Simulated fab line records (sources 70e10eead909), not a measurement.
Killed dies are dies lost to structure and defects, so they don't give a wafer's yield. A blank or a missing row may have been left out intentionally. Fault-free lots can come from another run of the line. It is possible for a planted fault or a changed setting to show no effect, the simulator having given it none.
Which of the tools did it? / flow nandHarc / 14 lots, 42 wafers sampled, at 2 steps of a route of 1159

## WHAT EACH GAUGE READ, for each wafer
NHARC_P_ZERO_WELL_INSPECT_43. Usual: 13 for rawDefectCount, sd 6.3.
lot=L921; measured=day 1 19:41; on=defectInspect-01; rawDefectCount=6 11 9; flag=
lot=L923; measured=day 2 07:46; on=defectInspect-02; rawDefectCount=4 11 16; flag=
lot=L925; measured=day 2 20:38; on=defectInspect-01; rawDefectCount=18 13 27; flag=
lot=L932; measured=day 4 13:45; on=defectInspect-01; rawDefectCount=8 7 14; flag=
lot=L935; measured=day 5 07:44; on=defectInspect-01; rawDefectCount=9 14 13; flag=
lot=L936; measured=day 5 13:47; on=defectInspect-02; rawDefectCount=37 18 19; flag=
lot=L937; measured=day 5 19:37; on=defectInspect-01; rawDefectCount=9 19 23; flag=
lot=L938; measured=day 6 01:41; on=defectInspect-01; rawDefectCount=17 19 15; flag=
lot=L939; measured=day 6 07:37; on=defectInspect-02; rawDefectCount=18 8 33; flag=
lot=L940; measured=day 6 13:45; on=defectInspect-02; rawDefectCount=15 20 17; flag=
lot=L941; measured=day 6 19:31; on=defectInspect-01; rawDefectCount=4 6 9; flag=
lot=L942; measured=day 7 01:44; on=defectInspect-02; rawDefectCount=12 2 12; flag=
lot=L943; measured=day 7 07:29; on=defectInspect-01; rawDefectCount=8 4 7; flag=
lot=L944; measured=day 7 13:37; on=defectInspect-02; rawDefectCount=17 10 12; flag=

NHARC_P_STI_INSPECT_25. Usual: 217 for rawDefectCount, sd 85.
lot=L921; measured=day 3 08:31; on=defectInspect-02; rawDefectCount=233 232 170; flag=
lot=L923; measured=day 4 01:17; on=defectInspect-02; rawDefectCount=266 278 187; flag=
lot=L925; measured=day 4 17:20; on=defectInspect-01; rawDefectCount=153 188 287; flag=
lot=L932; measured=day 7 01:25; on=defectInspect-01; rawDefectCount=185 123 139; flag=
lot=L935; measured=day 7 01:25; on=defectInspect-02; rawDefectCount=137 126 116; flag=
lot=L936; measured=day 7 14:09; on=defectInspect-02; rawDefectCount=156 104 98; flag=
lot=L937; measured=day 7 14:09; on=defectInspect-01; rawDefectCount=139 207 248; flag=
lot=L938; measured=day 7 23:30; on=defectInspect-01; rawDefectCount=228 220 349; flag=
lot=L939; measured=day 8 04:54; on=defectInspect-02; rawDefectCount=329 159 141; flag=
lot=L940; measured=day 8 16:48; on=defectInspect-02; rawDefectCount=150 157 143; flag=
lot=L941; measured=day 8 16:48; on=defectInspect-01; rawDefectCount=117 172 177; flag=
lot=L942; measured=day 9 00:54; on=defectInspect-01; rawDefectCount=342 196 364; flag=
lot=L943; measured=day 9 06:42; on=defectInspect-02; rawDefectCount=238 180 190; flag=
lot=L944; measured=day 9 14:15; on=defectInspect-02; rawDefectCount=184 156 155; flag=

## TOOL THAT RAN EACH LOT (tool first, then ch and the chambers of the sampled wafers, then the start)
The record shows no process step preceding these readings.

## AS READ BY THE TOOLS THEMSELVES (means over the sampled wafers that have a number; for cases with no such wafer, the mark the record gives instead)
The record holds no such reading with a usual standard deviation.

## THE ANSWER, worked out from the rows above alone
Rule: a lot counts as off when the mean over its wafers that have a number is more than 3 standard deviations away from the usual mean. A lot without any number at a reading at which 4 lots or more have one is off too. All remaining lots with rows at the step are treated as sound. First the gauges in route order, then the tools' own readings, where a lot's mean is used as printed above. The first step at which some lot is off is used, and at that step the reading that is off furthest; a lot without a number counts as furthest.
None of the lots is off at any reading shown; this tells nothing.

## WHAT THE SIMULATOR HAD PUT IN
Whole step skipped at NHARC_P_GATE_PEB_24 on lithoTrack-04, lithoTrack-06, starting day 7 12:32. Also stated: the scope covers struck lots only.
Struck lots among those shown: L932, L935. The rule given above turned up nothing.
